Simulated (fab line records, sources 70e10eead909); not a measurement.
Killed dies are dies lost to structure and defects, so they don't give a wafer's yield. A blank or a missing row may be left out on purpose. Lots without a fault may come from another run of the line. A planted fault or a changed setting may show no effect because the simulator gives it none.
Chamber matching | flow nand_harc | NHARC_A_CHANNEL_FILL_D2_ETCHBACK_20 on rie_diel-10: 4 sister chambers
The step etches the open film in C4F8/O2/Ar, target depth 27 nm, time 13.5 s. 4 wafers are shown with their chamber, then 7 later ones without.

WAFERS WITH THEIR CHAMBER
wafer  | chamber | rf_vpp_V (V)
L356.1 | 1       | 984
L358.4 | 3       | 981
L358.6 | 0       | 984
L366.4 | 2       | 985

WAFERS WITHOUT THEIR CHAMBER
wafer  | rf_vpp_V (V)
L366.5 | 985
L370.1 | 979
L370.2 | 985
L370.6 | 983
L373.1 | 985
L373.3 | 983
L373.6 | 983

WHICH CHAMBER EACH WENT THROUGH
wafer  | from the rows above               | in truth
L366.5 | can't be placed: 2 or 0 or 1      | 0
L370.1 | 3                                 | 3
L370.2 | can't be placed: 2 or 0 or 1      | 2
L370.6 | can't be placed: 0 or 1 or 2 or 3 | 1
L373.1 | can't be placed: 2 or 0 or 1      | 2
L373.3 | can't be placed: 0 or 1 or 2 or 3 | 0
L373.6 | can't be placed: 0 or 1 or 2 or 3 | 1
Placed correctly: 1 of 7. Can't be placed from these rows: 6 (the true chamber is among the candidates in 6). Placed wrongly: 0.
How it was worked out, from the rows above alone: a wafer's distance from a chamber is the root of the sum, over the readings, of the square of ((its reading less the chamber's mean) divided by the reading's scatter). The wafer belongs to the nearest chamber; if the next one is less than 2 further off, it can't be placed. A chamber's mean is the mean of its shown wafers. The scatter: with one shown wafer a chamber, the root of the mean of the squares of how far each hidden wafer lies from its nearest shown one.
